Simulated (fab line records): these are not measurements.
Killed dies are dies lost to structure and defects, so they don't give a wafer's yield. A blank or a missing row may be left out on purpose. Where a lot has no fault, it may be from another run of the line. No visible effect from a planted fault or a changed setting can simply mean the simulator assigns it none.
Comparing a struck lot with a sound one | flow nand_harc | 13 out of 1302 route steps
Sound: wafers L848.2, L848.4, L848.6. Wafers L864.3, L864.4, L864.6 were the ones struck. Last of all comes the cause.
Each step with rows lists, per side, the tool, then ch with its chambers, then its first start. Under that, the readings that differ: sound wafers | struck wafers | difference of the means | sigmas: that difference in standard deviations of wafers without a fault.
alike: readings whose means differ by less than 2 such deviations, and words and numbers that are the same on both sides. not compared: withheld readings, readings that some wafer has no value for, bounds like >300 that may hide the same value, and numbers for which the record gives no deviation and whose values overlap.
The two part at a step that has a row with sigmas, a row that says differs or no value, or rows on one side only. Non-overlapping numbers with no deviation appear without sigmas and do not part them. A reading that every wafer of one side lacks parts them only if that side has two wafers or more.

first, 1 step without rows for these wafers: NHARC_A_SLIT_STRIP_28 (strips in O2/COS).
NHARC_A_SLIT_ETCH_29: etches the open film in CF4/O2, target depth 100 nm, overetch 10 nm, time 55 s.
  sound on rie_diel-06 ch 0,2,3, day 21 03:19; struck on rie_diel-06 ch 1,3, day 27 08:26
  reading               | sound             | struck            | difference | sigmas
  oes_product_au (a.u.) | 0.990 1.001 0.990 | 1.020 1.012 1.031 | +0.027     | +3
  alike: drypump_motor_current_A, rf_vpp_V, showerhead_plenum_p_Torr, throttle_valve_pct
  not compared: rf_hours_counter_h
NHARC_A_SLIT_STRIP_18: strips in O2.
  sound: rie_diel-06 ch 1,2,3; struck: rie_diel-06 ch 0,1
  reading                | sound                | struck               | difference | sigmas
  throttle_valve_pct (%) | 17.041 17.044 17.052 | 17.032 17.027 17.023 | -0.018     | -2
  alike: drypump_motor_current_A, oes_product_au, rf_vpp_V, showerhead_plenum_p_Torr
  not compared: rf_hours_counter_h
then, 2 steps without rows for these wafers: NHARC_A_SLIT_PRECLEAN_19 (cleans in SC1); NHARC_A_SLIT_SRD_20.
NHARC_A_SLIT_CD_MEAS_21:
  struck on cd_sem-01, day 27 08:59; sound on cd_sem-03, day 21 03:51
  alike: cd_nm
then, 3 steps without rows for these wafers: NHARC_A_SIN_REMOVE_WET_00 (chemistry H3PO4, time 15300 s); NHARC_A_SIN_REMOVE_PRECLEAN_01 (cleans in SC1); NHARC_A_SIN_REMOVE_SRD_02.
NHARC_A_SIN_REMOVE_INSPECT_04:
  struck on defect_inspect-01, day 27 15:37; sound on defect_inspect-01, day 21 10:28
  alike: raw_defect_count
NHARC_A_WL_FILL_ALD_00: deposits Al2O3, target thk 3 nm, pulse time 3 s, ald cycles 30.
  sound on ald_hk-03 ch 0,1,2, day 21 10:35; struck on ald_hk-03 ch 0,2,3, day 27 15:41
  alike: heater_power_w, precursor_pulse_height_rel
NHARC_A_WL_FILL_RTA_01: time 5 s.
  sound on rtp_anneal-01 ch 0, day 21 10:54; struck on rtp_anneal-01 ch 0, day 27 16:00
  reading          | sound                | struck            | difference | sigmas
  wafer_temp_C_max | 1002.6 1003.1 1003.0 | 967.1 968.6 967.0 | -35.3      | -44
  alike: lamp_power_pct, lamp_zone_1_pct, lamp_zone_7_pct
NHARC_A_WL_FILL_ALD_02: deposits TiN, target thk 2 nm, pulse time 3 s, ald cycles 100.
  sound on ald_metal-03 ch 1,3, day 21 11:11; struck on ald_metal-01 ch 0,1,2, day 27 16:11
  alike: heater_power_w, precursor_pulse_height_rel

== WHERE THEY PART ==
At NHARC_A_SLIT_ETCH_29 first; at NHARC_A_WL_FILL_RTA_01 last (within this record only). Later steps at which nothing parts them and some readings are alike: NHARC_A_WL_FILL_ALD_02.

WHY: whatever the simulator had introduced
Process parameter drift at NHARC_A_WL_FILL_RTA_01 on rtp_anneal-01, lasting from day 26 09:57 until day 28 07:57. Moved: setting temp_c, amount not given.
